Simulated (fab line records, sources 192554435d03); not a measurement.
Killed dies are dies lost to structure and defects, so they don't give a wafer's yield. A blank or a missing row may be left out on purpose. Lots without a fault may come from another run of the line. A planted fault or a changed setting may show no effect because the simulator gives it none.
fab line records | flow n5_finfet
record lots=9 wafers=27 last_day=17
route steps=1938 shown START@1 ZERO_LAYER@16 WELL_APT@48 FIN_SAQP@94 BEOL_M4@1111 PASSIVATION@1936
lots that met no fault: from a run of the same line without faults
start_h: hours from the record's first day to the start of the lot's first wafer shown | wait_h: hours since the lot's step before | " the same as in the row above | L1.1+2: a row that stands for several wafers | - no value, or no start given | * or withheld: withheld | < > ~ a bound
route shown NAME@n: a module of which the file shows steps, and the number in the route of the first | usual: mean/standard deviation of fault-free wafers | same: alike in all rows | chamber/n: place in a boat | sites: the reading at each site | _std_site: their standard deviation | _edge_site: outer sites' mean less inner sites' | radius_mm: how far each site lies from the wafer's centre | mask NAME#n: copy n | behind: the tool/chamber that last shaped the wafer | hold: why the lot was held/for how many hours/how that ended | device: the transistor (n, p or np) that didn't switch | end of line: the same wafers' tests at the end of the route | a step without rows: its recipe alone | killed: dies lost to structure and defects at the first sort, not the wafer's yield | map: a wafer's dies, x killed, . not, _ none there
set.NAME: the setting as run; set.NAME@STEP: as run at that earlier step | model.NAME: the simulator's own value behind a step, which no gauge read
steps of the route over a sample of lots; a table a step, a row a wafer
services: from which hour (start_h, from the record's first day; less than 0 if before it) a tool's chamber was out of use, for how many hours, and why
## steps
# step N5_START_INSPECT_01
# recipe inspect_instrument=unpatterned_scan mode=incoming
# usual raw_defect_count=5.1/2.2
# columns lot.wafer tool chamber start_h wait_h raw_defect_count
L682.1 defect_inspect-01 - 12.03 - 5
L682.2 " - " " 6
L682.3 " - " " 4
L686.1 defect_inspect-01 - 36.03 - 3
L686.2 " - " " 4
L686.3 " - " " 5
L687.1 defect_inspect-01 - 42.03 - 7
L687.2 " - " " 6
L687.3 " - " " 8
L688.2 defect_inspect-02 - 48.03 - 4
L688.5 " - " " 4
L688.6 " - " " 3
L689.1 defect_inspect-02 - 54.03 - 4
L689.2 " - " " 4
L689.6 " - " " 5
L692.1 defect_inspect-01 - 72.03 - 4
L692.3 " - " " 6
L692.6 " - " " 5
L703.1 defect_inspect-01 - 138.03 - 5
L703.4 " - " " 5
L703.6 " - " " 8
L704.2 defect_inspect-01 - 144.03 - 8
L704.4 " - " " 3
L704.6 " - " " 3
L705.3 defect_inspect-01 - 150.03 - 4
L705.4 " - " " 1
L705.5 " - " " 4
# step N5_ZERO_LAYER_ETCH_18
# recipe chemistry=HBr/Cl2 target=Si target_depth_a=1200 time_s=40 pressure_mtorr=10 icp_w=800 bias_w=75 HBr_flow_sccm=150 Cl2_flow_sccm=80
# usual drypump_motor_current_A=5.8/0.48 mfc_cl2_sccm=80.04/0.25 oes_product_au=1.007/0.014 throttle_valve_pct=36.3/0.33
# same time_s=40
# columns lot.wafer tool chamber start_h wait_h drypump_motor_current_A mfc_cl2_sccm oes_product_au rf_hours_counter_h throttle_valve_pct
L682.1 rie_si-06 3 12.92 0.0 4.9 79.86 1.003 42 36.3
L682.2 " 2 " " 5.1 80.16 0.983 76 36.2
L682.3 " 1 " " 5.9 80.14 0.996 119 35.8
L686.1 rie_si-06 0 36.92 0.0 6.2 80.12 1.017 6 36.4
L686.2 " 2 " " 5.1 80.26 0.978 76 36.2
L686.3 " 1 " " 5.9 79.91 1.006 120 35.8
L687.1 rie_si-04 1 42.83 0.0 6.5 80.28 1.015 62 36.8
L687.2 " 2 " " 5.7 79.89 0.997 74 36.1
L687.3 " 0 " " 5.8 80.00 1.011 23 36.6
L688.2 rie_si-02 0 49.15 0.0 5.3 80.31 0.995 191 36.7
L688.5 " 2 " " 6.2 79.81 1.019 - 36.2
L688.6 " 1 " " 6.3 80.22 1.006 - 35.7
L689.1 rie_si-02 2 54.79 0.0 6.2 80.25 1.033 58 36.2
L689.2 " 1 " " 6.3 80.22 0.992 151 35.7
L689.6 " 1 " " 6.3 80.16 0.999 - 35.7
L692.1 rie_si-04 0 73.28 0.0 5.8 80.14 1.008 24 36.6
L692.3 " 3 " " 6.0 79.98 0.990 194 36.5
L692.6 " 1 " " 6.5 80.17 1.004 - 36.8
L703.1 rie_si-02 0 139.01 0.0 5.3 80.50 0.992 193 36.7
L703.4 " 1 " " 6.3 80.29 0.993 153 35.7
L703.6 " 2 " " 6.2 80.02 1.021 - 36.2
L704.2 rie_si-04 1 144.92 0.0 6.5 80.33 1.010 64 36.8
L704.4 " 1 " " 6.4 80.02 1.019 - 36.8
L704.6 " 0 " " 5.8 79.79 1.010 - 36.6
L705.3 rie_si-02 2 150.79 0.0 6.2 80.12 1.027 60 36.2
L705.4 " 3 " " 5.8 79.91 1.025 104 36.4
L705.5 " 3 " " 5.8 80.21 1.033 - 36.4
# step N5_WELL_APT_IMPLANT_32
# recipe species=BF2 energy_kev=50 dose_cm2=2e+13 tilt_deg=0 rotation_deg=0
# usual dose_ions_cm2=1.9999e+13/2.1e+10 faraday_current_uA=254/4.4
# columns lot.wafer tool chamber start_h wait_h dose_ions_cm2 faraday_current_uA
L682.1 implanter-01 0 15.33 0.1 1.9981e+13 265
L682.2 " 0 " " 2.0007e+13 248
L682.3 " 0 " " 1.9989e+13 257
L686.1 implanter-01 0 39.18 0.1 2.0013e+13 259
L686.2 " 0 " " 1.9984e+13 263
L686.3 " 0 " " 2.0012e+13 251
L687.1 implanter-01 0 46.14 0.1 1.9958e+13 256
L687.2 " 0 " " 1.9988e+13 254
L687.3 " 0 " " 1.9984e+13 252
L688.2 implanter-01 0 51.92 0.1 1.995e+12 25
L688.5 " 0 " " 1.994e+12 26
L688.6 " 0 " " 2.039e+12 26
L689.1 implanter-02 0 57.55 0.1 1.9973e+13 243
L689.2 " 0 " " 1.9987e+13 255
L689.6 " 0 " " 2.0014e+13 257
L692.1 implanter-01 0 75.85 0.1 1.989e+12 25
L692.3 " 0 " " 1.997e+12 26
L692.6 " 0 " " 2.016e+12 26
L703.1 implanter-02 0 141.45 0.1 2e+13 245
L703.4 " 0 " " 1.9995e+13 260
L703.6 " 0 " " 1.9993e+13 248
L704.2 implanter-01 0 147.50 0.1 1.9996e+13 252
L704.4 " 0 " " 2.0016e+13 253
L704.6 " 0 " " 1.997e+13 253
L705.3 implanter-02 0 153.68 0.1 2.0009e+13 255
L705.4 " 0 " " 1.9988e+13 253
L705.5 " 0 " " 1.9966e+13 255
# step N5_FIN_SAQP_ALD_61
# recipe material=SiO2 target_thk_a=40 temp_c=300 ald_precursor_family=BDEAS ald_co_reactant=O2-plasma pulse_time_s=1 purge_time_s=2 co_reactant_purge_time_s=2 ald_cycles=43 pressure_torr=2
# usual heater_power_w=478/48 precursor_pulse_height_rel=1.001/0.019
# columns lot.wafer tool chamber start_h wait_h heater_power_w precursor_pulse_height_rel
L682.1 ald_sin-03 3 21.12 0.3 426 1.036
L682.2 " 2 " " 453 1.006
L682.3 " 0 " " 413 0.988
L686.1 ald_sin-03 3 44.65 0.0 444 1.023
L686.2 " 0 " " 414 1.017
L686.3 " 2 " " 448 1.004
L687.1 ald_sin-02 1 52.87 0.4 453 0.987
L687.2 " 2 " " 444 0.985
L687.3 " 0 " " 566 0.983
L688.2 ald_sin-03 1 57.47 0.0 511 1.011
L688.5 " 1 " " 511 0.989
L688.6 " 3 " " 424 1.000
L689.1 ald_sin-01 0 63.11 0.0 572 0.995
L689.2 " 2 " " 453 1.012
L689.6 " 3 " " 449 0.990
L692.1 ald_sin-02 2 82.00 1.0 448 0.997
L692.3 " 3 " " 513 1.027
L692.6 " 0 " " 546 0.997
L703.1 ald_sin-01 1 146.67 0.0 516 0.996
L703.4 " 3 " " 430 1.020
L703.6 " 1 " " 496 1.017
L704.2 ald_sin-02 0 153.36 0.0 550 1.012
L704.4 " 3 " " 531 1.021
L704.6 " 2 " " 458 0.969
L705.3 ald_sin-02 3 158.88 0.0 521 1.012
L705.4 " 2 " " 450 0.997
L705.5 " 2 " " 447 0.991
# step N5_BEOL_M4_RC_MEAS_101
# usual CJ_N=4.33/0.081 DIBL_N=36.4/1.5 DIBL_P=36.6/1.9 IOFF_N=0.155/0.021 IOFF_N_85C=3.0/0.35 IOFF_N_LIN=0.072/0.0082 IOFF_P=0.211/0.028 ION_N=671/8.6 ION_P=462/5.8 RS_PWELL=3008/27 SS_N=71.5/0.5 SS_P=73.4/0.58 VT_N=250.1/2.4 VT_P=-250.1/3
# columns lot.wafer tool chamber start_h wait_h CJ_N DIBL_N[mV/V] DIBL_P[mV/V] IOFF_N[nA/um] IOFF_N_85C[nA/um] IOFF_N_LIN[nA/um] IOFF_P[nA/um] ION_N[uA/um] ION_P[uA/um] RS_PWELL[ohm/sq] SS_N[mV/dec] SS_P[mV/dec] VT_N[mV] VT_P[mV]
L682.1 prober-02 0 167.86 0.0 4.17 35.7 35.0 0.134 2.7 0.065 0.193 674 457 3015 71.2 72.5 250.6 -250.8
L682.2 " 0 " " 4.23 35.3 35.4 0.138 2.8 0.067 0.200 667 464 3019 71.4 72.0 248.9 -251.9
L682.3 " 0 " " 4.25 35.8 34.5 0.142 2.9 0.069 0.189 685 461 2988 71.5 72.8 250.2 -252.8
L686.1 prober-02 0 186.99 0.0 4.33 35.9 35.7 0.146 2.9 0.068 0.173 668 450 2972 71.1 73.6 250.3 -254.6
L686.2 " 0 " " 4.24 34.8 34.6 0.130 2.6 0.063 0.158 665 448 2972 70.9 73.4 251.9 -256.9
L686.3 " 0 " " 4.30 36.2 35.7 0.145 2.9 0.069 0.171 664 456 2983 70.9 73.4 248.6 -255.1
L687.1 prober-01 0 190.62 0.0 4.42 34.9 34.8 0.137 2.8 0.066 0.224 657 464 3040 70.6 72.8 254.1 -246.3
L687.2 " 0 " " 4.40 34.0 33.9 0.129 2.6 0.063 0.204 661 463 3019 70.9 72.6 256.0 -251.0
L687.3 " 0 " " 4.40 33.9 33.5 0.126 2.6 0.063 0.202 660 466 3019 71.0 72.7 249.6 -251.1
L688.2 prober-02 0 207.85 0.2 1.42 50.5 36.7 0.982 14.4 0.131 0.208 693 460 3205 86.2 73.4 246.0 -250.0
L688.5 " 0 " " 1.42 50.6 33.9 0.948 14.0 0.116 0.179 685 459 3178 87.8 72.0 245.4 -253.1
L688.6 " 0 " " 1.43 55.0 36.1 1.478 20.2 0.142 0.205 692 462 3218 91.6 73.7 246.7 -252.4
L689.1 prober-01 0 208.23 0.0 4.26 37.1 38.8 0.171 3.3 0.078 0.237 675 466 2992 72.0 73.4 248.3 -246.5
L689.2 " 0 " " 4.34 36.5 37.6 0.168 3.2 0.078 0.222 674 463 2967 71.3 73.5 247.9 -247.4
L689.6 " 0 " " 4.25 36.7 38.3 0.163 3.2 0.077 0.237 675 464 2979 71.5 73.5 249.0 -246.5
L692.1 prober-02 0 230.69 0.0 1.41 56.2 37.2 1.906 25.4 0.169 0.237 696 468 3175 94.2 73.1 243.9 -246.7
L692.3 " 0 " " 1.39 54.1 36.2 1.587 22.0 0.153 0.221 691 458 3193 92.3 73.0 245.2 -246.5
L692.6 " 0 " " 1.37 55.2 35.3 1.685 22.8 0.149 0.204 684 461 3184 94.9 72.8 247.0 -252.6
L704.2 prober-01 0 297.41 0.2 4.19 32.6 33.7 0.128 2.6 0.061 0.168 670 469 2984 71.4 72.8 252.5 -250.6
L704.4 " 0 " " 4.21 34.9 35.5 0.152 2.9 0.071 0.209 677 471 2943 71.3 73.7 249.9 -246.6
L704.6 " 0 " " 4.28 34.2 34.8 0.143 2.8 0.068 0.188 679 467 2968 71.7 73.1 251.6 -253.1
L703.1 prober-01 0 303.81 0.0 4.36 39.8 41.7 0.233 4.3 0.104 0.282 702 480 3025 72.2 74.6 243.9 -246.3
L703.4 " 0 " " 4.36 39.0 41.0 0.208 4.0 0.093 0.272 686 467 3049 72.0 74.7 247.7 -247.1
L703.6 " 0 " " 4.32 38.5 39.3 0.171 3.3 0.077 0.232 672 463 3021 71.9 73.8 251.6 -249.3
L705.3 prober-02 0 308.56 0.3 4.23 37.5 37.3 0.160 3.2 0.075 0.168 675 452 2983 72.1 73.6 248.8 -257.4
L705.4 " 0 " " 4.18 36.8 37.3 0.155 3.1 0.075 0.173 675 458 2984 70.9 73.6 248.2 -256.5
L705.5 " 0 " " 4.34 38.2 38.1 0.175 3.5 0.081 0.183 691 461 3020 71.8 73.1 247.3 -256.1
# step N5_PASSIVATION_PROBE_49
# usual defect_limited_yield=91.5/1.4 killed_at_M0_to_M3=33/10 killed_at_M4_up=13/5 killed_at_contacts=13/5.6 killed_at_front_end=38/12 killed_at_other=3.9/2.7 killed_dies=100/16 killed_open=66/13 killed_short=32/7.2 sort_bin_4_leakage=0/0 sort_bin_5_function=5.0/0.97 sort_bin_6_memory=3.2/0.61 sort_n_pass=1080/16 sort_yield_pct=91.5/1.4
# same gross_dies=1180 killed_at_back_side=0 sort_bin_8_speed[%]=0
# columns lot.wafer tool chamber start_h wait_h defect_limited_yield[%] killed_at_M0_to_M3 killed_at_M4_up killed_at_contacts killed_at_front_end killed_at_other killed_dies killed_open killed_short sort_bin_4_leakage[%] sort_bin_5_function[%] sort_bin_6_memory[%] sort_n_pass sort_yield_pct[%]
L687.1 prober-01 - 296.34 0.0 90.4 38 12 18 45 0 113 78 31 0 6.0 3.2 1067 90.4
L687.2 prober-01 - 296.39 0.1 91.8 34 16 22 24 1 97 75 21 0 4.5 3.5 1083 91.8
L687.3 prober-01 - 296.44 0.1 91.4 34 10 16 39 3 102 63 39 0 4.7 3.6 1078 91.4
L688.2 prober-01 - 309.61 0.1 91.8 42 12 19 21 3 97 67 29 91.78 4.8 3.1 0 0
L688.5 prober-01 - 309.76 0.2 93.3 31 7 5 24 12 79 44 35 93.31 3.7 2.4 0 0
L688.6 prober-01 - 309.81 0.3 93.4 21 4 14 33 6 78 45 33 93.39 3.7 2.5 0 0
L689.1 prober-01 - 314.04 0.4 94.0 26 14 8 21 2 71 53 18 0 3.6 2.4 1109 94.0
L689.2 prober-01 - 314.09 0.5 93.1 21 12 11 35 3 82 59 23 0 4.2 2.5 1098 93.1
L689.6 prober-01 - 314.29 0.7 94.9 15 15 6 23 1 60 39 17 0 2.3 2.5 1120 94.9
L692.1 prober-02 - 327.12 0.0 92.8 21 21 15 25 3 85 63 21 92.80 4.0 3.1 0 0
L692.3 prober-02 - 327.22 0.1 91.3 36 13 12 41 1 103 61 40 91.27 4.8 3.6 0 0
L692.6 prober-02 - 327.37 0.3 90.0 27 18 23 44 6 118 80 37 90.00 6.1 3.6 0 0
# killed by level:class
L687.1 MOL_CONTACT_COAG:geometric_particle:open=16 STI_FIN_REVEAL:geometric_particle:open=12 BEOL_M0_SAQP:geometric_particle:short=12 BEOL_M0_SAQP:geometric_particle:open=10 FIN_SAQP:geometric_particle:open=7 BEOL_M3:geometric_particle:open=5 ILD0:geometric_particle:open=5 FIN_SAQP:geometric_particle:short=4
L687.2 MOL_CONTACT_COAG:geometric_particle:open=18 STI_FIN_REVEAL:geometric_particle:open=9 BEOL_M0_SAQP:geometric_particle:open=9 BEOL_M7:geometric_particle:open=9 BEOL_M0:geometric_particle:short=6 BEOL_M3:geometric_particle:open=5 STARTING-WAFER:geometric_particle:open=5 MOL_CONTACT_COAG:geometric_particle:short=4
L687.3 MOL_CONTACT_COAG:geometric_particle:open=13 BEOL_M0_SAQP:geometric_particle:open=8 BEOL_M0_SAQP:geometric_particle:short=8 STI_FIN_REVEAL:geometric_particle:open=7 BEOL_M2:geometric_particle:open=6 ILD0:geometric_particle:short=5 BEOL_M3:geometric_particle:open=5 STARTING-WAFER:geometric_particle:open=5
L688.2 MOL_CONTACT_COAG:geometric_particle:open=18 BEOL_M1:geometric_particle:open=13 BEOL_M0_SAQP:geometric_particle:open=7 BEOL_M4:geometric_particle:open=6 BEOL_M3:geometric_particle:open=5 FIN_SAQP:geometric_particle:short=4 STI_FIN_REVEAL:geometric_particle:open=4 GATE_CUT:geometric_particle:short=4
L688.5 BEOL_M0_SAQP:geometric_particle:short=10 FIN_SAQP:geometric_particle:open=9 PASS1_DEP:geometric_particle:short=8 BEOL_M0_SAQP:geometric_particle:open=7 FIN_SAQP:geometric_particle:short=5 BEOL_M3:geometric_particle:open=5 GATE_CUT:geometric_particle:short=4 MOL_CONTACT_COAG:geometric_particle:open=4
L688.6 FIN_SAQP:geometric_particle:short=12 MOL_CONTACT_COAG:geometric_particle:open=11 FIN_SAQP:geometric_particle:open=9 BEOL_M2:geometric_particle:open=6 BEOL_M1:geometric_particle:open=5 BEOL_M0_SAQP:geometric_particle:open=4 MOL_CONTACT_COAG:geometric_particle:short=3 BEOL_M0_SAQP:geometric_particle:short=3
L689.1 STI_FIN_REVEAL:geometric_particle:open=8 BEOL_M0_SAQP:geometric_particle:open=7 MOL_CONTACT_COAG:geometric_particle:open=6 BEOL_M0_SAQP:geometric_particle:short=5 DUMMY_GATE:geometric_particle:open=4 BEOL_M2:geometric_particle:open=4 BEOL_M3:geometric_particle:open=4 BEOL_M4:geometric_particle:open=4
L689.2 STI_FIN_REVEAL:geometric_particle:open=13 MOL_CONTACT_COAG:geometric_particle:open=10 STI_FIN_REVEAL:geometric_particle:short=5 BEOL_M3:geometric_particle:open=5 BEOL_M2:geometric_particle:open=4 STARTING-WAFER:geometric_particle:short=4 BEOL_M0_SAQP:geometric_particle:open=3 BEOL_M0:geometric_particle:short=3
L689.6 MOL_CONTACT_COAG:geometric_particle:open=5 BEOL_M1:geometric_particle:open=5 STI_FIN_REVEAL:geometric_particle:open=4 BEOL_M4:geometric_particle:open=4 BEOL_M0_SAQP:geometric_particle:open=3 DUMMY_GATE:geometric_particle:short=2 DUMMY_GATE:geometric_particle:open=2 GATE_CUT:geometric_particle:short=2
L692.1 MOL_CONTACT_COAG:geometric_particle:open=11 BEOL_M2:geometric_particle:open=9 BEOL_M4:geometric_particle:open=8 BEOL_M5:geometric_particle:open=6 BEOL_M1:geometric_particle:open=6 FIN_SAQP:geometric_particle:short=4 STI_FIN_REVEAL:geometric_particle:open=4 GATE_CUT:geometric_particle:open=4
L692.3 STI_FIN_REVEAL:geometric_particle:open=12 MOL_CONTACT_COAG:geometric_particle:open=8 FIN_SAQP:geometric_particle:short=7 BEOL_M0_SAQP:geometric_particle:short=7 BEOL_M1:geometric_particle:open=7 BEOL_M4:geometric_particle:open=7 BEOL_M0_SAQP:geometric_particle:open=6 BEOL_M2:geometric_particle:open=5
L692.6 STI_FIN_REVEAL:geometric_particle:open=18 MOL_CONTACT_COAG:geometric_particle:open=17 FIN_SAQP:geometric_particle:short=8 BEOL_M2:geometric_particle:open=7 MOL_CONTACT_COAG:geometric_particle:short=6 BEOL_M3:geometric_particle:open=6 STI_FIN_REVEAL:geometric_particle:short=5 BEOL_M5:geometric_particle:open=5
## services
# columns tool chamber start_h hours kind
ald_sin-02 2 -6.55 8.0 repair
rie_si-02 - 23.94 0.1 repair
implanter-01 - 24.44 4.4 repair
ald_sin-03 1 34.40 11.9 repair
ald_sin-02 - 34.89 6.1 pm
implanter-02 - 39.75 2.3 repair
ald_sin-01 - 46.61 14.6 pm
implanter-01 - 53.96 7.5 pm
ald_sin-03 2 56.11 4.3 repair
ald_sin-01 - 76.81 6.0 pm
rie_si-04 - 85.43 28.1 pm
ald_sin-01 - 86.21 14.0 pm
ald_sin-01 0 86.21 14.0 vent_cycle
ald_sin-01 1 86.21 14.0 vent_cycle
ald_sin-01 2 86.21 14.0 vent_cycle
implanter-02 - 95.23 5.9 repair
rie_si-04 2 123.26 19.5 repair
rie_si-04 3 142.75 - clean
rie_si-04 3 142.75 18.2 scheduled_down
rie_si-04 3 142.75 18.2 vent_cycle
ald_sin-03 2 148.19 5.8 repair
implanter-01 - 148.59 2.7 pm
rie_si-02 - 153.92 14.6 pm
implanter-01 - 157.69 3.9 repair
## key
first_sign step=N5_WELL_APT_IMPLANT_32 reading=dose_ions_cm2 direction=down sigmas=99+ usual=1.9999e+13 struck=2.005e+12
effect step=N5_WELL_APT_IMPLANT_32 reading=faraday_current_uA direction=down sigmas=52 usual=254 struck=26
effect step=N5_BEOL_M4_RC_MEAS_101 reading=IOFF_N direction=up sigmas=60 usual=0.155 struck=1.431
effect step=N5_BEOL_M4_RC_MEAS_101 reading=IOFF_N_85C direction=up sigmas=48 usual=3.0 struck=19.8
effect step=N5_BEOL_M4_RC_MEAS_101 reading=SS_N direction=up sigmas=40 usual=71.5 struck=91.2
effect step=N5_BEOL_M4_RC_MEAS_101 reading=CJ_N direction=down sigmas=36 usual=4.33 struck=1.41
effect step=N5_BEOL_M4_RC_MEAS_101 reading=DIBL_N direction=up sigmas=11 usual=36.4 struck=53.6
effect step=N5_BEOL_M4_RC_MEAS_101 reading=IOFF_N_LIN direction=up sigmas=8.7 usual=0.072 struck=0.143
effect step=N5_BEOL_M4_RC_MEAS_101 reading=RS_PWELL direction=up sigmas=6.7 usual=3008 struck=3192
effect step=N5_BEOL_M4_RC_MEAS_101 reading=ION_N direction=up sigmas=2.2 usual=671 struck=690
effect step=N5_BEOL_M4_RC_MEAS_101 reading=VT_N direction=down sigmas=1.8 usual=250.1 struck=245.7
effect step=N5_PASSIVATION_PROBE_49 reading=sort_bin_4_leakage direction=up sigmas=99+ usual=0 struck=92.09
met_at N5_WELL_APT_IMPLANT_32
struck_lots L688,L692
not_acting_at N5_START_INSPECT_01,N5_ZERO_LAYER_ETCH_18,N5_FIN_SAQP_ALD_61
onset_between 46.14 51.92
fault kind=process_parameter_drift tool=implanter-01 chamber=- onset_h=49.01 steps=N5_WELL_APT_IMPLANT_32 channel=dose_cm2 offset=-1.8e+13 shape=step end_h=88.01 acts_in=these_recipes_only stated=2e+13
